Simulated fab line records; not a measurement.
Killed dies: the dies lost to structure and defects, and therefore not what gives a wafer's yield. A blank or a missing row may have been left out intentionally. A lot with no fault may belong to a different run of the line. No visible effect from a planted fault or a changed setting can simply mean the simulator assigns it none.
Chamber matching    flow n5-finfet    ald-sin-01 running N5_BEOL_M2_ALD_98: 4 sister chambers
The step deposits SiO2, target thk 2.5 nm, pulse time 1 s, co reactant pulse time 1 s. 20 wafers are shown with their chamber, then 10 later ones without.

WAFERS WITH THEIR CHAMBER
wafer   chamber  heater-power-w (W)  precursor-pulse-height-rel
L079.1  0        71                  1.007
L079.3  2        68                  0.974
L079.5  3        79                  0.969
L085.2  1        83                  1.002
L085.3  3        78                  1.008
L085.4  0        70                  0.995
L086.2  1        84                  1.036
L086.3  2        69                  1.015
L086.4  3        79                  1.015
L088.1  1        82                  0.995
L088.2  2        70                  1.046
L088.4  3        78                  1.015
L087.1  1        87                  1.021
L087.4  0        74                  1.011
L087.6  3        78                  1.003
L089.2  2        69                  0.991
L089.3  3        78                  1.011
L089.5  0        71                  1.024
L090.2  1        85                  1.000
L090.3  0        71                  1.045

SIGNATURES (means of the wafers above)
reading                     chamber 0  chamber 1  chamber 2  chamber 3  scatter within a chamber
heater-power-w              71.40      84.20      69.00      78.33      1.31
precursor-pulse-height-rel  1.01640    1.01080    1.00650    1.00350    0.0211
Rule: a wafer lies at a distance from a chamber equal to the root of the sum of squares, over the readings, of (its reading less the chamber's mean, divided by the reading's scatter). If the next closest chamber is less than 2 further off than the closest, the wafer can't be placed; otherwise it belongs to the closest. The scatter: the root of (the sum of the squares of (reading less its chamber's mean) over the shown wafers, divided by (wafers less chambers)).

WAFERS WITHOUT THEIR CHAMBER
wafer   heater-power-w (W)  precursor-pulse-height-rel
L090.6  70                  0.996
L094.1  72                  1.018
L094.2  67                  0.972
L094.3  85                  1.037
L091.1  79                  1.016
L091.3  85                  1.016
L091.6  84                  1.030
L097.1  78                  1.006
L097.2  84                  1.012
L097.5  72                  1.001

WHICH CHAMBER EACH ONE RAN IN
wafer   from the rows above      in truth
L090.6  can't be placed: 2 or 0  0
L094.1  can't be placed: 0 or 2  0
L094.2  can't be placed: 2 or 0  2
L094.3  1                        1
L091.1  3                        3
L091.3  1                        1
L091.6  1                        1
L097.1  3                        3
L097.2  1                        1
L097.5  can't be placed: 0 or 2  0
Correctly placed: 6 of 10. These rows do not allow placing 4 (true chamber among the candidates in 4). 0 placed wrongly.
